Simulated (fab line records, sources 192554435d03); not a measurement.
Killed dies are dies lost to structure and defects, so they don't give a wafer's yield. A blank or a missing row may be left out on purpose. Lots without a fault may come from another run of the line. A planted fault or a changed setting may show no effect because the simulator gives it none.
Which tool did it? | flow n5_finfet | 9 lots, 26 wafers sampled, at 5 steps of a route of 1938

WHAT THE GAUGES READ, wafer by wafer
N5_BEOL_M4_RC_MEAS_101.
lot  | measured     | on        | DIBL_N (mV/V)
L683 | day 8 11:50  | prober-01 | 36.2 38.1
L684 | day 8 20:54  | prober-02 | 36.8 36.7 37.8
L691 | day 10 20:43 | prober-01 | 35.6 35.7 34.7
L695 | day 11 09:43 | prober-01 | 33.2 34.9 34.9
L699 | day 12 11:32 | prober-01 | 36.4 36.5 36.6
L701 | day 12 16:11 | prober-01 | 36.1 39.8 37.8
L702 | day 12 16:58 | prober-01 | 36.1 41.5 36.2
L703 | day 13 10:24 | prober-02 | 38.9 36.9 35.1
L706 | day 13 22:05 | prober-01 | 36.4 37.4 34.4

WHICH TOOL RAN EACH LOT (tool, then ch and the chambers of the sampled wafers, then the start)
lot  | N5_BEOL_M1_ALD_98                 | N5_BEOL_M1_ETCH_70                 | N5_BEOL_M1_VIA_ETCH_34             | N5_BEOL_M1_STRIP_36
L683 | ald_sin-03 ch 2,3, day 6 07:41    | rie_diel-04 ch 0,2, day 6 13:22    | rie_diel-04 ch 0,2, day 6 13:28    | rie_diel-04 ch 0,2, day 6 13:32
L684 | ald_sin-01 ch 0,1, day 6 12:10    | rie_diel-02 ch 1,3, day 6 13:26    | rie_diel-02 ch 1,3, day 6 13:32    | rie_diel-02 ch 1,3, day 6 13:36
L691 | ald_sin-01 ch 0,2,3, day 8 07:33  | rie_diel-04 ch 1,2,3, day 8 08:02  | rie_diel-04 ch 1,2,3, day 8 08:08  | rie_diel-04 ch 1,2,3, day 8 08:11
L695 | ald_sin-01 ch 0,2, day 9 11:31    | rie_diel-02 ch 0,1, day 9 15:35    | rie_diel-02 ch 0,1, day 9 15:41    | rie_diel-02 ch 0,1, day 9 15:45
L699 | ald_sin-01 ch 2,3, day 10 00:54   | rie_diel-04 ch 1,2, day 10 11:27   | rie_diel-04 ch 1,2, day 10 11:33   | rie_diel-04 ch 1,2, day 10 11:37
L701 | ald_sin-04 ch 0,1,2, day 10 18:26 | rie_diel-06 ch 0,2,3, day 10 19:59 | rie_diel-06 ch 0,2,3, day 10 20:05 | rie_diel-06 ch 0,2,3, day 10 20:08
L702 | ald_sin-04 ch 0,1,3, day 10 22:20 | rie_diel-02 ch 0,2,3, day 11 01:22 | rie_diel-02 ch 0,2,3, day 11 01:28 | rie_diel-02 ch 0,2,3, day 11 01:32
L703 | ald_sin-03 ch 0,1,2, day 11 07:34 | rie_diel-06 ch 0,1, day 11 18:26   | rie_diel-06 ch 0,1, day 11 18:32   | rie_diel-06 ch 0,1, day 11 18:35
L706 | ald_sin-04 ch 1,2,3, day 12 00:11 | rie_diel-02 ch 0,1,2, day 12 03:07 | rie_diel-02 ch 0,1,2, day 12 03:13 | rie_diel-02 ch 0,1,2, day 12 03:17
- N5_BEOL_M1_ALD_98: deposits SiO2, target thk 2.5 nm, pulse time 1 s, co reactant pulse time 1 s.
- N5_BEOL_M1_ETCH_70: etches SOC in N2/H2, target depth 80 nm, overetch 16 nm, time 120 s.
- N5_BEOL_M1_VIA_ETCH_34: etches the open film in C4F6/O2, target depth 67.8 nm, time 64.4 s.
- N5_BEOL_M1_STRIP_36: strips in N2/H2.

THE ANSWER, worked out from the rows above alone
Rule: what is usual is taken from the lots themselves. Put in order of their means at a reading, lots are off if they are a third of the lots or fewer, leave a main group of 4 or more, and stand apart from it by a gap of 3 or more times the standard deviation of the main group's means; of several such gaps the widest counts. A main group whose means are all the same, to the digits that the tables above print for the reading, isn't used. A lot without any number at a reading at which 4 lots or more have one is off too. The other lots that the step has rows for count as sound.
No lot is off at any reading shown: from this, nothing can be told.

WHAT THE SIMULATOR HAD PUT IN
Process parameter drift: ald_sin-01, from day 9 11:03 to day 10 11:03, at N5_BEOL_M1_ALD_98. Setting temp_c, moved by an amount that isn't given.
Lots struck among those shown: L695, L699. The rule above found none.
